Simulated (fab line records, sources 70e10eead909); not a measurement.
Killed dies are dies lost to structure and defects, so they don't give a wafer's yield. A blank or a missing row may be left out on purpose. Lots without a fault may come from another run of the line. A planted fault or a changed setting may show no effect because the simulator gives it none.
fab line records | flow nand_harc
record lots=24 wafers=72 last_day=33
route steps=1302 shown A_CONTACT@1040
lots that met no fault: from a run of the same line without faults
start_h: hours from the record's first day to the start of the lot's first wafer shown | wait_h: hours since the lot's step before | " the same as in the row above | L1.1+2: a row that stands for several wafers | - no value, or no start given | * or withheld: withheld | < > ~ a bound
route shown NAME@n: a module of which the file shows steps, and the number in the route of the first | usual: mean/standard deviation of fault-free wafers | same: alike in all rows | chamber/n: place in a boat | sites: the reading at each site | _std_site: their standard deviation | _edge_site: outer sites' mean less inner sites' | radius_mm: how far each site lies from the wafer's centre | mask NAME#n: copy n | behind: the tool/chamber that last shaped the wafer | hold: why the lot was held/for how many hours/how that ended | device: the transistor (n, p or np) that didn't switch | end of line: the same wafers' tests at the end of the route | a step without rows: its recipe alone | killed: dies lost to structure and defects at the first sort, not the wafer's yield | map: a wafer's dies, x killed, . not, _ none there
set.NAME: the setting as run; set.NAME@STEP: as run at that earlier step | model.NAME: the simulator's own value behind a step, which no gauge read
steps of the route over a sample of lots; a table a step, a row a wafer
services: from which hour (start_h, from the record's first day; less than 0 if before it) a tool's chamber was out of use, for how many hours, and why
## steps
# step NHARC_A_CONTACT_OVL_MEAS_70
# usual overlay_x_nm=0.2/0.85 overlay_y_nm=-0.2/0.84
# columns lot.wafer tool chamber start_h wait_h overlay_x_nm overlay_y_nm
L074.1 overlay-01 - 493.19 - 0.7 -0.8
L074.3 " - " " 0.4 -0.3
L074.5 " - " " -0.1 -0.2
L075.2 overlay-02 - 509.17 - 0.7 -3.0
L075.3 " - " " 0.8 -2.9
L075.4 " - " " 0.7 -3.5
L076.1 overlay-02 - 520.03 - 0.9 0.9
L076.3 " - " " 0.8 0.6
L076.4 " - " " 0.5 0.5
L077.2 overlay-01 - 534.77 - 1.6 0.4
L077.5 " - " " 1.3 0.4
L077.6 " - " " 1.0 0.6
L078.1 overlay-02 - 536.35 - -0.2 0.5
L078.2 " - " " -0.2 0.6
L078.3 " - " " -0.2 0.6
L080.1 overlay-02 - 554.88 - 0.8 -0.8
L080.4 " - " " 0.9 -1.5
L080.6 " - " " 0.5 -1.4
L079.1 overlay-01 - 555.85 - -0.2 -0.6
L079.4 " - " " 0.1 -0.3
L079.6 " - " " 0.6 -0.3
L082.2 overlay-01 - 580.13 - -0.6 -0.2
L082.3 " - " " -0.7 -0.6
L082.6 " - " " -1.3 -0.2
L081.1 overlay-01 - 583.78 - -0.6 -0.5
L081.2 " - " " -0.8 0.5
L081.5 " - " " -0.2 0.5
L083.3 overlay-02 - 601.49 - 1.8 -0.4
L083.4 " - " " 1.2 0.3
L083.5 " - " " 1.2 0.2
L085.1 overlay-02 - 604.23 - 0.9 -1.2
L085.2 " - " " 0.9 -0.8
L085.6 " - " " 0.7 -1.7
L084.1 overlay-02 - 605.07 - -1.3 -0.3
L084.2 " - " " -1.3 -0.6
L084.4 " - " " -1.8 -0.4
L086.1 overlay-01 - 620.54 - -1.0 -0.3
L086.2 " - " " -0.8 0.5
L086.5 " - " " -0.6 0.1
L088.1 overlay-01 - 636.39 - -0.7 -0.2
L088.2 " - " " -0.6 0.2
L088.3 " - " " -0.3 0.4
L087.3 overlay-01 - 651.04 - -0.6 0.0
L087.5 " - " " -0.6 0.1
L087.6 " - " " -0.1 -0.1
L090.1 overlay-02 - 656.20 - -0.7 0.5
L090.2 " - " " -0.6 0.3
L090.5 " - " " -1.0 0.4
L089.1 overlay-02 - 664.03 - 0.0 1.3
L089.4 " - " " -0.2 0.6
L089.6 " - " " -0.5 0.7
L091.2 overlay-02 - 679.37 - 0.7 0.4
L091.5 " - " " 0.5 0.7
L091.6 " - " " 0.8 0.5
L092.1 overlay-01 - 680.58 - 2.1 -0.4
L092.3 " - " " 1.9 0.0
L092.6 " - " " 2.2 -0.8
L093.3 overlay-01 - 695.08 - 1.0 0.0
L093.4 " - " " -0.4 0.2
L093.5 " - " " 0.0 0.3
L094.1 overlay-01 - 696.96 - 0.4 -0.5
L094.5 " - " " -0.1 -0.2
L094.6 " - " " 0.0 -0.4
L095.1 overlay-01 - 708.54 - 0.9 -0.3
L095.2 " - " " 0.2 -0.2
L095.3 " - " " 0.1 0.6
L096.3 overlay-02 - 720.54 - 1.1 -0.9
L096.4 " - " " 1.3 -0.9
L096.6 " - " " 0.9 -1.0
L097.1 overlay-02 - 720.91 - -0.5 0.4
L097.4 " - " " -0.3 0.4
L097.5 " - " " -0.8 0.2
# step NHARC_A_CONTACT_ETCH_91
# recipe target_depth_a=400 over_etch_frac=0.5 time_s=85.7 ion_energy_ev=120 ch3f_flow_sccm=50 o2_flow_sccm=30 ar_flow_sccm=200 rf_w=500 bias_w=100 chemistry=CH3F/O2
# usual drypump_motor_current_A=5.6/0.56 oes_product_au=0.941/0.029 rf_fwd_power_W=496.6/1.9 rf_vpp_V=244.5/1.7 showerhead_plenum_p_Torr=2.47/0.11 throttle_valve_pct=20.663/0.0097
# columns lot.wafer tool chamber start_h wait_h drypump_motor_current_A oes_product_au rf_fwd_power_W rf_hours_counter_h rf_vpp_V showerhead_plenum_p_Torr throttle_valve_pct
L074.3 rie_diel-02 1 497.22 0.5 5.7 0.969 494.3 12 244.1 2.44 20.660
L074.1 " 0 " " 4.9 0.931 496.1 14 244.1 2.48 20.669
L074.5 " 1 " " 5.7 0.965 492.9 - 245.1 2.44 20.656
L075.3 rie_diel-02 1 516.09 0.6 5.7 1.015 493.0 15 244.4 2.44 20.674
L075.4 " 2 " " 5.2 1.017 496.1 20 241.1 2.27 20.675
L075.2 " 0 " " 4.9 1.017 496.5 17 245.1 2.48 20.656
L076.3 rie_diel-02 0 524.07 0.6 4.9 0.947 497.8 18 244.3 2.48 20.663
L076.1 " 2 " " 5.2 0.928 497.5 22 242.7 2.27 20.647
L076.4 " 3 " " 6.5 0.928 498.3 22 243.3 2.42 20.644
L077.2 rie_diel-01 1 538.92 0.6 5.7 0.925 497.4 47 245.4 2.51 20.663
L077.6 " 1 " " 5.7 0.926 497.6 - 244.3 2.51 20.677
L077.5 " 2 " " 6.5 0.917 496.2 - 243.2 2.39 20.657
L078.1 rie_diel-02 0 540.42 0.7 4.9 0.949 496.1 22 242.7 2.47 20.691
L078.3 " 1 " " 5.8 0.933 495.8 20 244.5 2.44 20.664
L078.2 " 2 " " 5.2 0.940 498.2 26 242.5 2.27 20.667
L080.1 rie_diel-02 2 558.94 0.7 5.2 0.961 497.3 28 242.2 2.27 20.666
L080.4 " 0 " " 4.9 0.957 497.7 26 244.4 2.47 20.656
L080.6 " 1 " " 5.8 0.962 494.0 - 245.5 2.44 20.664
L079.1 rie_diel-02 3 560.05 0.7 6.5 0.989 495.1 27 244.1 2.42 20.663
L079.4 " 1 " " 5.7 1.019 494.7 24 244.1 2.44 20.663
L079.6 " 3 " " 6.5 0.993 497.3 - 244.0 2.42 20.667
L082.3 rie_diel-02 1 584.17 0.6 5.8 0.958 494.8 1 245.6 2.44 20.666
L082.2 " 3 " " 6.5 0.965 498.5 1 244.6 2.41 20.668
L082.6 " 2 " " 5.2 0.938 495.0 - 248.1 2.66 20.662
L081.2 rie_diel-02 1 588.39 0.9 5.7 1.011 494.0 1 242.9 2.44 20.656
L081.1 " 2 " " 5.2 0.994 498.5 1 248.2 2.66 20.658
L081.5 " 0 " " 4.9 1.006 497.6 - 245.2 2.47 20.663
L083.4 rie_diel-13 0 606.68 0.6 5.9 0.927 495.1 27 249.1 2.58 20.663
L083.3 " 1 " " 6.5 0.903 498.2 26 247.5 2.63 20.679
L083.5 " 3 " " 5.9 0.932 498.7 - 246.9 2.62 20.661
L085.1 rie_diel-01 3 608.26 0.7 5.4 0.925 500.6 16 244.8 2.47 20.663
L085.2 " 1 " " 5.7 0.915 497.0 16 245.8 2.50 20.648
L085.6 " 3 " " 5.3 0.919 499.5 - 244.0 2.47 20.672
L084.4 rie_diel-01 2 609.12 0.5 6.6 0.928 497.4 19 244.3 2.38 20.664
L084.1 " 3 " " 5.3 0.933 497.3 16 243.8 2.47 20.671
L084.2 " 0 " " 5.1 0.913 493.5 13 246.1 2.59 20.669
L086.1 rie_diel-02 0 624.92 0.7 4.9 0.943 498.4 7 243.9 2.47 20.666
L086.2 " 1 " " 5.8 0.933 493.9 10 245.1 2.43 20.664
L086.5 " 2 " " 5.2 0.935 495.8 - 245.2 2.66 20.664
L088.2 rie_diel-13 1 640.43 0.7 6.5 0.915 497.8 37 246.3 2.62 20.668
L088.3 " 3 " " 5.9 0.927 495.8 46 246.1 2.62 20.662
L088.1 " 0 " " 5.9 0.924 497.6 37 246.7 2.58 20.664
L087.3 rie_diel-13 2 655.22 0.5 5.4 0.914 498.2 52 242.0 2.33 20.657
L087.6 " 2 " " 5.4 0.916 497.0 - 242.3 2.33 20.681
L087.5 " 3 " " 5.9 0.927 494.7 - 247.3 2.61 20.660
L090.1 rie_diel-02 1 660.26 0.7 5.8 0.936 492.9 18 244.3 2.43 20.648
L090.2 " 2 " " 5.2 0.919 495.7 18 247.2 2.65 20.676
L090.5 " 1 " " 5.7 0.949 493.2 - 245.2 2.43 20.662
L089.1 rie_diel-13 1 668.10 0.7 6.5 0.922 497.2 43 247.9 2.62 20.644
L089.4 " 2 " " 5.4 0.909 496.6 54 242.6 2.33 20.646
L089.6 " 3 " " 5.9 0.915 495.9 - 246.0 2.61 20.676
L091.2 rie_diel-02 0 684.15 0.8 4.9 0.945 494.5 20 244.7 2.46 20.662
L091.5 " 1 " " 5.7 0.931 493.6 - 245.3 2.43 20.672
L091.6 " 2 " " 5.1 0.932 493.5 - 247.7 2.65 20.653
L092.3 rie_diel-02 2 684.65 0.6 5.2 0.940 499.8 23 246.0 2.65 20.656
L092.1 " 3 " " 6.5 0.929 498.9 17 243.7 2.41 20.652
L092.6 " 3 " " 6.5 0.936 494.6 - 243.8 2.41 20.657
L093.3 rie_diel-01 2 699.28 0.7 6.5 0.946 495.0 48 242.9 2.37 20.672
L093.4 " 3 " " 5.3 0.930 495.7 45 243.9 2.46 20.674
L093.5 " 2 " " 6.5 0.941 497.3 - 244.1 2.37 20.663
L094.1 rie_diel-02 1 701.02 0.7 5.8 0.943 497.6 28 242.6 2.43 20.651
L094.6 " 0 " " 4.9 0.956 501.4 - 243.8 2.46 20.661
L094.5 " 1 " " 5.7 0.933 496.4 - 243.5 2.43 20.671
L095.3 rie_diel-02 3 712.60 0.6 6.4 0.942 499.1 23 243.2 2.41 20.653
L095.2 " 0 " " 4.9 0.936 494.3 28 244.2 2.46 20.663
L095.1 " 1 " " 5.8 0.937 494.4 32 243.9 2.43 20.666
L096.4 rie_diel-13 2 724.58 0.6 5.4 0.895 495.8 5 242.4 2.32 20.676
L096.3 " 0 " " 5.9 0.936 496.9 6 245.7 2.57 20.663
L096.6 " 2 " " 5.4 0.897 497.3 - 241.5 2.32 20.681
L097.1 rie_diel-02 1 725.10 0.8 5.8 0.928 495.3 34 245.5 2.42 20.654
L097.4 " 0 " " 4.9 0.933 498.5 32 243.3 2.46 20.680
L097.5 " 2 " " 5.2 0.916 495.6 - 245.6 2.65 20.665
# step NHARC_A_CONTACT_STRIP_82
# recipe o2_flow_sccm=500 ar_flow_sccm=0 bias_w=0 chemistry=O2
# usual drypump_motor_current_A=5.6/0.57 oes_product_au=1.005/0.012 rf_vpp_V=57.8/0.9 showerhead_plenum_p_Torr=3.56/0.15 throttle_valve_pct=17.038/0.0085
# columns lot.wafer tool chamber start_h wait_h drypump_motor_current_A oes_product_au rf_hours_counter_h rf_vpp_V showerhead_plenum_p_Torr throttle_valve_pct
L074.1 rie_diel-02 1 - - 5.8 1.011 12 56.9 3.51 17.033
L074.3 " 3 " " 6.5 0.994 17 58.9 3.47 17.019
L074.5 " 0 " " 4.9 1.009 - 56.7 3.55 17.031
L075.2 rie_diel-02 1 - - 5.8 1.017 15 56.8 3.51 17.028
L075.4 " 3 " " 6.5 1.001 20 57.7 3.47 17.031
L075.3 " 0 " " 4.9 1.018 17 56.5 3.55 17.039
L076.3 rie_diel-01 2 - - 6.6 0.991 42 59.0 3.44 17.024
L076.4 " 3 " " 5.4 1.012 44 57.6 3.56 17.036
L076.1 " 0 " " 5.1 1.008 43 58.2 3.72 17.031
L077.2 rie_diel-02 0 - - 4.9 1.029 22 57.9 3.55 17.043
L077.5 " 2 " " 5.2 1.008 - 57.0 3.27 17.036
L077.6 " 3 " " 6.4 0.985 - 57.7 3.47 17.037
L078.3 rie_diel-02 2 - - 5.2 1.017 26 57.4 3.27 17.037
L078.1 " 3 " " 6.5 0.996 24 56.4 3.47 17.039
L078.2 " 0 " " 4.9 1.032 22 58.0 3.55 17.043
L080.1 rie_diel-13 2 - - 5.4 0.976 15 56.8 3.37 17.061
L080.4 " 0 " " 5.9 1.004 10 58.0 3.71 17.029
L080.6 " 1 " " 6.5 0.981 - 56.5 3.77 17.037
L079.1 rie_diel-02 0 - - 4.9 1.022 26 58.6 3.55 17.047
L079.4 " 1 " " 5.8 1.025 24 57.7 3.50 17.031
L079.6 " 0 " " 4.9 1.041 - 58.9 3.55 17.053
L082.3 rie_diel-02 3 - - 6.4 1.009 1 57.7 3.47 17.045
L082.2 " 0 " " 4.9 1.008 1 57.5 3.55 17.028
L082.6 " 2 " " 5.2 0.998 - 59.4 3.81 17.044
L081.1 rie_diel-02 3 - - 6.5 1.008 1 56.4 3.47 17.051
L081.2 " 1 " " 5.8 1.015 1 57.3 3.50 17.023
L081.5 " 3 " " 6.5 1.002 - 57.5 3.47 17.042
L083.4 rie_diel-13 1 - - 6.5 0.990 26 58.6 3.76 17.039
L083.3 " 3 " " 5.9 1.009 31 58.2 3.76 17.030
L083.5 " 0 " " 5.9 1.003 - 56.9 3.70 17.053
L085.2 rie_diel-02 3 - - 6.5 1.011 5 58.1 3.46 17.034
L085.1 " 0 " " 4.9 1.014 6 59.1 3.54 17.055
L085.6 " 1 " " 5.8 1.009 - 57.7 3.50 17.048
L084.1 rie_diel-02 3 - - 6.5 1.007 5 58.3 3.46 17.034
L084.2 " 1 " " 5.7 1.000 8 57.9 3.50 17.045
L084.4 " 2 " " 5.2 0.998 7 58.0 3.80 17.029
L086.1 rie_diel-02 0 - - 4.9 1.017 8 57.4 3.54 17.027
L086.2 " 2 " " 5.2 1.003 9 58.1 3.80 17.025
L086.5 " 0 " " 4.9 1.022 - 57.8 3.54 17.034
L088.3 rie_diel-13 1 - - 6.5 0.974 37 59.1 3.76 17.020
L088.1 " 3 " " 5.9 1.010 46 57.5 3.75 17.034
L088.2 " 0 " " 5.9 1.013 37 57.9 3.69 17.035
L087.3 rie_diel-01 2 - - 6.5 1.008 38 56.5 3.41 17.040
L087.5 " 2 " " 6.5 1.006 - 57.2 3.41 17.030
L087.6 " 3 " " 5.3 1.000 - 57.2 3.54 17.036
L090.2 rie_diel-02 1 - - 5.8 1.012 18 58.3 3.49 17.054
L090.1 " 2 " " 5.2 0.997 18 57.8 3.80 17.040
L090.5 " 1 " " 5.8 1.012 - 56.3 3.49 17.043
L089.4 rie_diel-02 2 - - 5.2 0.995 20 58.9 3.80 17.031
L089.1 " 1 " " 5.7 1.003 20 56.1 3.49 17.038
L089.6 " 2 " " 5.2 0.986 - 59.7 3.80 17.041
L091.2 rie_diel-02 1 - - 5.8 1.006 24 57.3 3.49 17.042
L091.5 " 0 " " 4.9 1.020 - 57.4 3.54 17.034
L091.6 " 1 " " 5.8 1.011 - 58.9 3.49 17.027
L092.1 rie_diel-01 3 - - 5.3 1.004 41 58.1 3.53 17.042
L092.3 " 1 " " 5.7 1.003 37 57.6 3.57 17.032
L092.6 " 0 " " 5.1 0.996 - 58.2 3.70 17.035
L093.4 rie_diel-01 3 - - 5.4 1.011 46 58.5 3.53 17.038
L093.3 " 0 " " 5.1 0.991 38 58.9 3.69 17.034
L093.5 " 2 " " 6.5 1.012 - 56.8 3.41 17.031
L094.1 rie_diel-02 0 - - 4.9 1.025 25 58.6 3.53 17.025
L094.5 " 1 " " 5.8 1.015 - 57.9 3.48 17.045
L094.6 " 2 " " 5.2 0.995 - 58.9 3.79 17.033
L095.1 rie_diel-02 0 - - 4.9 1.026 29 59.3 3.53 17.035
L095.3 " 1 " " 5.8 1.011 32 56.9 3.48 17.035
L095.2 " 2 " " 5.2 1.006 31 58.5 3.79 17.045
L096.4 rie_diel-13 2 - - 5.4 0.971 6 57.5 3.34 17.055
L096.3 " 3 " " 5.9 1.002 6 59.7 3.73 17.030
L096.6 " 0 " " 6.0 1.010 - 59.4 3.68 17.040
L097.4 rie_diel-13 3 - - 5.9 1.007 6 59.9 3.73 17.044
L097.1 " 2 " " 5.4 0.974 6 57.7 3.34 17.031
L097.5 " 3 " " 5.9 1.011 - 58.5 3.73 17.035
# step NHARC_A_CONTACT_INSPECT_10
# usual raw_defect_count=81/38
# columns lot.wafer tool chamber start_h wait_h raw_defect_count
L074.1 defect_inspect-01 - 501.42 0.0 47
L074.3 " - " " 54
L074.5 " - " " 52
L075.2 defect_inspect-02 - 521.30 0.0 29
L075.3 " - " " 32
L075.4 " - " " 30
L076.1 defect_inspect-02 - 528.08 0.0 113
L076.3 " - " " 109
L076.4 " - " " 96
L077.2 defect_inspect-02 - 542.75 0.0 62
L077.5 " - " " 61
L077.6 " - " " 66
L078.1 defect_inspect-02 - 544.32 0.0 94
L078.2 " - " " 106
L078.3 " - " " 105
L080.1 defect_inspect-01 - 565.05 0.0 106
L080.4 " - " " 109
L080.6 " - " " 128
L079.1 defect_inspect-01 - 566.74 0.0 59
L079.4 " - " " 73
L079.6 " - " " 80
L082.2 defect_inspect-01 - 587.80 0.0 43
L082.3 " - " " 39
L082.6 " - " " 32
L081.1 defect_inspect-01 - 592.87 0.0 113
L081.2 " - " " 115
L081.5 " - " " 111
L083.3 defect_inspect-02 - 611.70 0.0 37
L083.4 " - " " 40
L083.5 " - " " 42
L085.1 defect_inspect-02 - 615.46 0.0 117
L085.2 " - " " 121
L085.6 " - " " 134
L084.1 defect_inspect-02 - 616.28 0.0 132
L084.2 " - " " 131
L084.4 " - " " 113
L086.1 defect_inspect-02 - 628.65 0.0 70
L086.2 " - " " 86
L086.5 " - " " 68
L088.1 defect_inspect-02 - 644.32 0.0 109
L088.2 " - " " 116
L088.3 " - " " 121
L087.3 defect_inspect-02 - 658.99 0.0 54
L087.5 " - " " 44
L087.6 " - " " 57
L090.1 defect_inspect-01 - 665.57 0.0 115
L090.2 " - " " 101
L090.5 " - " " 103
L089.1 defect_inspect-01 - 676.24 0.0 60
L089.4 " - " " 69
L089.6 " - " " 54
L091.2 defect_inspect-02 - 688.33 0.0 168
L091.5 " - " " 178
L091.6 " - " " 174
L092.1 defect_inspect-02 - 688.59 0.0 22
L092.3 " - " " 39
L092.6 " - " " 18
L093.3 defect_inspect-01 - 704.39 0.0 125
L093.4 " - " " 118
L093.5 " - " " 119
L094.1 defect_inspect-02 - 706.06 0.0 32
L094.5 " - " " 38
L094.6 " - " " 21
L095.1 defect_inspect-01 - 716.83 0.0 63
L095.2 " - " " 57
L095.3 " - " " 69
L096.3 defect_inspect-02 - 728.65 0.0 68
L096.4 " - " " 55
L096.6 " - " " 75
L097.1 defect_inspect-01 - 729.13 0.0 89
L097.4 " - " " 88
L097.5 " - " " 84
# step NHARC_A_CONTACT_ETCH_89
# recipe target_depth_a=2600 over_etch_frac=0.3 time_s=475.3 ion_energy_ev=200 n2_flow_sccm=150 h2_flow_sccm=150 ar_flow_sccm=0 rf_w=400 bias_w=150 chemistry=N2/H2
# usual drypump_motor_current_A=5.6/0.58 n2_flow_sccm=150.0/0.41 oes_product_au=1.004/0.012 rf_fwd_power_W=399.5/1.2 rf_vpp_V=431.1/2.7 showerhead_plenum_p_Torr=2.06/0.092 throttle_valve_pct=14.171/0.0093
# columns lot.wafer tool chamber start_h wait_h drypump_motor_current_A n2_flow_sccm oes_product_au rf_fwd_power_W rf_hours_counter_h rf_vpp_V showerhead_plenum_p_Torr throttle_valve_pct
L074.1 rie_diel-02 0 - - 4.9 149.6 1.020 400.8 15 430.3 2.06 14.174
L074.3 " 1 " " 5.7 150.7 1.023 397.4 14 431.6 2.03 14.171
L074.5 " 0 " " 4.9 150.0 1.015 401.3 - 431.6 2.06 14.189
L075.4 rie_diel-02 3 - - 6.4 150.0 0.997 400.9 21 430.1 2.00 14.156
L075.2 " 1 " " 5.7 150.4 1.016 399.8 16 429.7 2.02 14.158
L075.3 " 2 " " 5.2 150.4 1.017 398.5 21 425.5 1.88 14.164
L076.4 rie_diel-13 1 - - 6.5 149.9 0.987 399.6 0 434.8 2.20 14.171
L076.3 " 2 " " 5.4 150.6 0.985 398.2 0 426.6 1.94 14.163
L076.1 " 3 " " 5.9 150.5 0.997 397.5 0 434.0 2.20 14.167
L077.2 rie_diel-02 2 - - 5.2 150.4 1.002 398.7 26 425.3 1.87 14.164
L077.5 " 0 " " 4.9 149.8 1.015 399.7 - 431.6 2.05 14.180
L077.6 " 1 " " 5.7 149.6 1.003 399.2 - 429.9 2.02 14.173
L078.2 rie_diel-02 0 - - 4.9 149.6 1.022 400.0 23 429.8 2.05 14.166
L078.3 " 1 " " 5.7 150.1 1.010 398.2 21 430.1 2.02 14.186
L078.1 " 2 " " 5.2 149.9 1.013 399.5 26 424.2 1.87 14.171
L080.4 rie_diel-02 1 - - 5.8 150.6 1.021 400.0 24 429.2 2.02 14.156
L080.1 " 2 " " 5.2 150.0 1.020 401.1 29 425.7 1.87 14.176
L080.6 " 0 " " 4.8 150.0 1.025 401.9 - 432.5 2.05 14.164
L079.1 rie_diel-02 1 - - 5.8 150.0 1.010 398.9 25 429.9 2.02 14.177
L079.4 " 2 " " 5.2 149.9 1.016 398.8 29 424.8 1.87 14.189
L079.6 " 0 " " 4.9 150.1 1.011 399.5 - 429.8 2.05 14.172
L082.3 rie_diel-13 1 - - 6.5 150.1 0.983 399.1 21 434.1 2.19 14.182
L082.2 " 0 " " 5.9 150.4 0.995 398.2 20 433.4 2.15 14.171
L082.6 " 2 " " 5.4 150.1 0.985 399.4 - 428.5 1.93 14.180
L081.1 rie_diel-01 3 - - 5.3 150.2 1.000 401.0 11 431.2 2.05 14.175
L081.2 " 1 " " 5.7 150.0 0.995 398.2 10 431.5 2.08 14.172
L081.5 " 0 " " 5.1 148.5 0.989 399.0 - 433.2 2.15 14.165
L083.4 rie_diel-02 2 - - 5.2 149.9 1.001 399.0 7 435.1 2.22 14.161
L083.3 " 3 " " 6.4 150.1 1.020 399.7 5 429.0 2.00 14.169
L083.5 " 2 " " 5.2 150.6 0.996 397.4 - 435.2 2.22 14.168
L085.2 rie_diel-01 1 - - 5.7 150.3 0.990 400.2 20 431.2 2.07 14.166
L085.1 " 3 " " 5.3 149.8 1.008 400.5 18 430.3 2.05 14.176
L085.6 " 1 " " 5.7 150.1 0.989 400.3 - 431.3 2.07 14.169
L084.2 rie_diel-02 2 - - 5.2 149.3 0.996 401.2 8 435.3 2.22 14.175
L084.1 " 3 " " 6.5 150.2 0.995 401.2 6 429.5 2.00 14.153
L084.4 " 1 " " 5.7 150.5 1.000 399.7 9 430.6 2.02 14.162
L086.2 rie_diel-02 0 - - 4.9 149.3 1.020 399.0 9 431.1 2.05 14.175
L086.1 " 1 " " 5.8 149.8 1.003 398.1 11 429.8 2.02 14.161
L086.5 " 2 " " 5.2 150.0 0.991 401.0 - 433.6 2.21 14.166
L088.2 rie_diel-13 1 - - 6.5 150.3 0.992 401.0 37 433.6 2.19 14.170
L088.1 " 2 " " 5.4 149.6 0.988 398.5 48 426.6 1.93 14.174
L088.3 " 3 " " 5.9 150.0 0.995 400.2 46 435.5 2.18 14.189
L087.3 rie_diel-13 3 - - 5.9 150.5 0.992 401.3 52 432.4 2.18 14.164
L087.6 " 1 " " 6.5 149.6 0.990 399.5 - 435.7 2.18 14.162
L087.5 " 2 " " 5.4 149.5 0.985 399.2 - 428.1 1.92 14.172
L090.2 rie_diel-02 3 - - 6.4 150.2 1.019 399.5 14 430.6 2.00 14.162
L090.1 " 0 " " 4.9 150.2 1.009 400.8 17 430.9 2.05 14.184
L090.5 " 2 " " 5.2 150.0 0.989 399.6 - 434.8 2.21 14.183
L089.1 rie_diel-02 1 - - 5.8 151.0 0.993 398.7 22 429.5 2.01 14.168
L089.4 " 0 " " 4.9 150.2 1.025 400.8 19 430.1 2.04 14.185
L089.6 " 1 " " 5.8 150.2 1.002 400.1 - 429.4 2.01 14.176
L091.2 rie_diel-13 0 - - 5.9 150.2 1.006 398.4 50 432.0 2.14 14.176
L091.5 " 0 " " 5.9 149.7 1.000 400.0 - 432.8 2.14 14.171
L091.6 " 1 " " 6.5 149.9 0.983 398.2 - 434.7 2.18 14.180
L092.3 rie_diel-01 2 - - 6.5 150.0 1.010 398.8 45 428.3 1.96 14.179
L092.1 " 0 " " 5.1 150.6 0.997 400.9 33 431.8 2.15 14.184
L092.6 " 2 " " 6.5 150.1 1.004 399.6 - 427.2 1.96 14.148
L093.3 rie_diel-02 2 - - 5.2 149.7 1.003 399.5 28 434.7 2.21 14.183
L093.5 " 0 " " 4.8 150.3 1.015 400.3 - 431.6 2.04 14.167
L093.4 " 1 " " 5.8 149.7 0.995 399.2 - 428.6 2.01 14.185
L094.1 rie_diel-02 1 - - 5.8 151.5 1.017 399.8 30 430.2 2.01 14.189
L094.5 " 2 " " 5.2 150.3 1.005 399.5 - 436.3 2.21 14.152
L094.6 " 0 " " 4.9 150.2 1.015 399.3 - 430.3 2.04 14.181
L095.2 rie_diel-02 1 - - 5.8 150.2 1.007 397.1 32 430.2 2.01 14.169
L095.1 " 2 " " 5.2 150.0 1.003 399.7 31 434.6 2.21 14.195
L095.3 " 3 " " 6.5 149.8 1.011 398.3 23 430.6 1.99 14.178
L096.4 rie_diel-02 2 - - 5.2 150.1 1.008 399.5 34 434.9 2.21 14.171
L096.3 " 3 " " 6.5 149.2 1.014 401.0 26 428.8 1.99 14.172
L096.6 " 1 " " 5.7 150.2 1.006 399.7 - 429.3 2.01 14.174
L097.4 rie_diel-01 3 - - 5.3 150.3 1.008 400.8 63 431.5 2.03 14.160
L097.1 " 0 " " 5.1 149.6 0.997 398.7 56 431.7 2.14 14.174
L097.5 " 3 " " 5.3 150.8 1.006 398.3 - 430.4 2.03 14.157
# step NHARC_A_CONTACT_ETCH_135
# recipe source_w=withheld pressure_mtorr=20 bias_v=1200 time_s=311 target_depth_a=19120 ar_flow_sccm=withheld c4f8_flow_sccm=withheld o2_flow_sccm=withheld chemistry=C4F8/O2/Ar
# columns lot.wafer tool chamber start_h wait_h rf_hours_counter_h
L074.1 har_cap_etch-03 0 502.80 0.2 43
L074.3 " 1 " " -
L074.5 " 0 " " -
L075.2 har_cap_etch-02 0 522.73 0.2 88
L075.4 " 1 " " -
L075.3 " 0 " " -
L076.1 har_cap_etch-02 0 529.51 0.2 89
L076.4 " 1 " " -
L076.3 " 0 " " -
L077.2 har_cap_etch-03 1 544.14 0.2 51
L077.6 " 1 " " -
L077.5 " 0 " " -
L078.1 har_cap_etch-01 1 545.70 0.2 6
L078.2 " 0 " " 6
L078.3 " 1 " " -
L080.1 har_cap_etch-03 1 566.49 0.2 54
L080.4 " 1 " " -
L080.6 " 0 " " -
L079.1 har_cap_etch-02 0 568.17 0.2 95
L079.4 " 1 " " -
L079.6 " 0 " " -
L082.2 har_cap_etch-03 1 589.21 0.2 58
L082.3 " 1 " " -
L082.6 " 1 " " -
L081.2 har_cap_etch-01 0 594.32 0.2 13
L081.1 " 1 " " 13
L081.5 " 1 " " -
L083.4 har_cap_etch-03 1 613.31 0.2 -
L083.3 " 0 " " -
L083.5 " 0 " " -
L085.2 har_cap_etch-02 1 616.84 0.2 104
L085.1 " 0 " " 104
L085.6 " 1 " " -
L084.1 har_cap_etch-01 0 617.67 0.2 19
L084.2 " 1 " " 19
L084.4 " 1 " " -
L086.1 har_cap_etch-01 1 630.26 0.2 20
L086.2 " 0 " " 20
L086.5 " 1 " " -
L088.1 har_cap_etch-01 0 645.87 0.2 21
L088.2 " 1 " " 21
L088.3 " 0 " " -
L087.3 har_cap_etch-02 0 660.77 0.2 -
L087.6 " 0 " " -
L087.5 " 1 " " -
L090.2 har_cap_etch-03 0 666.97 0.2 72
L090.1 " 1 " " 72
L090.5 " 1 " " -
L089.1 har_cap_etch-03 0 677.63 0.2 73
L089.4 " 0 " " -
L089.6 " 1 " " -
L091.2 har_cap_etch-01 0 689.81 0.2 31
L091.6 " 1 " " -
L091.5 " 0 " " -
L092.1 har_cap_etch-03 1 690.01 0.2 77
L092.3 " 1 " " -
L092.6 " 0 " " -
L093.4 har_cap_etch-01 1 706.18 0.2 -
L093.3 " 0 " " -
L093.5 " 0 " " -
L094.1 har_cap_etch-03 0 707.71 0.2 80
L094.6 " 1 " " -
L094.5 " 0 " " -
L095.1 har_cap_etch-02 1 718.21 0.2 124
L095.2 " 0 " " 124
L095.3 " 0 " " -
L096.4 har_cap_etch-01 1 730.13 0.2 -
L096.3 " 0 " " -
L096.6 " 1 " " -
L097.1 har_cap_etch-03 0 730.52 0.2 86
L097.4 " 0 " " -
L097.5 " 1 " " -
## services
# columns tool chamber start_h hours kind
rie_diel-02 0 476.21 - clean
rie_diel-02 1 476.21 - clean
rie_diel-02 2 476.21 - clean
rie_diel-02 3 476.21 - clean
rie_diel-02 1 480.12 4.6 repair
rie_diel-02 1 487.23 6.2 repair
har_cap_etch-01 - 497.00 17.0 pm
rie_diel-02 0 500.86 - clean
rie_diel-02 3 524.81 10.6 repair
har_cap_etch-01 - 541.82 0.2 repair
rie_diel-13 3 543.83 9.8 repair
rie_diel-02 2 547.21 2.3 repair
rie_diel-01 - 559.24 9.0 pm
rie_diel-02 - 570.71 9.0 pm
rie_diel-02 - 599.33 2.7 repair
rie_diel-13 2 615.96 3.5 repair
rie_diel-01 1 618.38 3.1 repair
rie_diel-02 3 624.85 8.1 repair
rie_diel-01 0 644.13 5.0 repair
rie_diel-01 - 644.34 1.1 repair
rie_diel-01 - 688.31 0.2 repair
rie_diel-13 - 696.07 9.0 pm
rie_diel-02 3 699.41 8.9 repair
rie_diel-01 1 719.15 9.2 repair
## key
fault none
